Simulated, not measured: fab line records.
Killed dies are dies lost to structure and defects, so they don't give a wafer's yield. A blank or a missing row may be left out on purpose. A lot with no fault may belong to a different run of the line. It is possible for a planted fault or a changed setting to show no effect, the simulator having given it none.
A struck lot beside a sound one + flow n5Finfet + 27 out of 1938 route steps
Sound: wafers L207.1, L207.3, L207.4. Wafers struck: L209.1, L209.2, L209.4. The cause comes at the end.
For every step that has rows: the tool of each side, followed by ch and its chambers, followed by its first start. Under that, the readings that differ: sound wafers + struck wafers + difference of the means + sigmas: that difference in standard deviations of wafers without a fault.
alike: words and numbers the same on both sides, and readings whose means are apart by under 2 such deviations; not compared: readings that were withheld, readings missing a value for some wafer, numbers with overlapping values and no deviation given by the record, and bounds like >300 which may hide the same value.
A row with sigmas, a row that says differs or no value, or rows on one side alone: a step with any of these is where the two part. Numbers that have no deviation but don't overlap get no sigmas and don't part them. A reading missing from all wafers of one side parts the sides only when that side holds two or more wafers.

first, 8 steps without rows for these wafers: N5_BEOL_M1_CMP_52 (polishes, stops on SiOC, t overpolish 6.8 s, target thk 40 nm); N5_BEOL_M1_PRE_CLEAN_60 (time 15 s); N5_BEOL_M1_CO_CAP_55 (material Co, precursor CCTBA/H2, target thk 2 nm, time 102.1 s); N5_BEOL_M1_PRE_CLEAN_56 (time 15 s); N5_BEOL_M1_DEP_57 (deposits SiCN from 3MS/NH3, target thk 8 nm, time 14 s); N5_BEOL_M2_ILD_DEP_00 (deposits SiOC from DEMS/O2, target thk 79 nm, time 15.3 s); N5_BEOL_M2_PECVD_72 (deposits SiO2 from TEOS/O2, target thk 16 nm, time 18 s); N5_BEOL_M2_HM_DEP_02 (deposits TiN, target thk 20 nm).
N5_BEOL_M2_COAT_61: time 60 s, resist thk 60 nm.
  sound on lithoTrack-02 ch 0, day 6 19:22; struck on lithoTrack-02 ch 0, day 7 20:27
| reading                                 | sound                | struck               | difference | sigmas |
|-----------------------------------------|----------------------|----------------------|------------|--------|
| spinSpeedRpm (rpm)                      | 1500.9 1500.9 1500.2 | 1420.7 1418.3 1419.8 | -81.1      | -82    |
| model.SOC_of_BEOL_M2_COAT_61.thkNm (nm) | 60.2 60.2 60.2       | 61.8 61.8 61.6       | +1.5       |        |
  alike: dispensePressureKPa
then, 11 steps without rows for these wafers: N5_BEOL_M2_COAT_62 (time 60 s, resist thk 12 nm); N5_BEOL_M2_COAT_73 (time 60 s, resist thk 5 nm); N5_BEOL_M2_COAT_05 (resist thk 30 nm); N5_BEOL_M2_EBR_07; N5_BEOL_M2_SOFTBAKE_06 (time 60 s); N5_BEOL_M2_EXPOSE_08 (exposes mask M2); N5_BEOL_M2_PEB_09 (peb time 60 s); N5_BEOL_M2_DEVELOP_10 (develop time 30 s); N5_BEOL_M2_DESCUM_16 (chemistry O2, time 7 s); N5_BEOL_M2_ETCH_74 (etches underlayer in N2/H2, target depth 6.5 nm, time 5.2 s); N5_BEOL_M2_ETCH_63 (etches SiARC in CF4, target depth 15.6 nm, time 26 s).
N5_BEOL_M2_ETCH_64: etches SOC in N2/H2, target depth 75 nm, overetch 22.5 nm, time 121.9 s.
  sound on rieDiel-03 ch 1,2,3, day 6 20:06; struck on rieDiel-04 ch 0,1,2, day 7 21:05
| reading                 | sound             | struck            | difference | sigmas |
|-------------------------|-------------------|-------------------|------------|--------|
| model.etch.depthNm (nm) | 60.27 60.15 60.26 | 61.77 61.74 61.67 | +1.50      |        |
  alike: drypumpMotorCurrentA, oesProductAu, rfVppV, showerheadPlenumPTorr, throttleValvePct
  not compared: rfHoursCounterH
then, 3 steps without rows for these wafers: N5_BEOL_M2_STRIP_65 (strips in N2/H2); N5_BEOL_M2_STRIP_75 (strips in N2/H2); N5_BEOL_M2_STRIP_66 (strips in CF4).
N5_BEOL_M2_HM_OPEN_17: chemistry Cl2/BCl3, target TiN, target depth 20 nm, overetch 6 nm.
  sound on rieMetal-02 ch 0,1, day 6 20:17; struck on rieMetal-02 ch 0,1, day 7 21:16
| reading                                 | sound          | struck   | difference | sigmas |
|-----------------------------------------|----------------|----------|------------|--------|
| model.SOC_of_BEOL_M2_COAT_61.thkNm (nm) | 52.6 52.4 52.6 | 54 54 54 | +1         |        |
  alike: drypumpMotorCurrentA, oesProductAu, throttleValvePct
  not compared: rfHoursCounterH
then, 1 step without rows for these wafers: N5_BEOL_M2_STRIP_19 (strips in O2).
N5_BEOL_M4_RC_MEAS_101:
  sound on prober-01 ch 0, day 7 23:14; struck on prober-01 ch 0, day 9 12:19
  alike: DIBL_N, DIBL_P, IOFF_N, IOFF_P, ION_N, ION_P, SS_N, SS_P, VT_N, VT_P

WHERE THEY PART
Only at N5_BEOL_M2_COAT_61, within this record. Later steps at which nothing parts them and some readings are alike: N5_BEOL_M2_ETCH_64, N5_BEOL_M2_HM_OPEN_17, N5_BEOL_M4_RC_MEAS_101.

WHY: whatever the simulator had introduced
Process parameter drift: lithoTrack-02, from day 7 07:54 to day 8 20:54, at N5_BEOL_M2_COAT_61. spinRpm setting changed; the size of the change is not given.
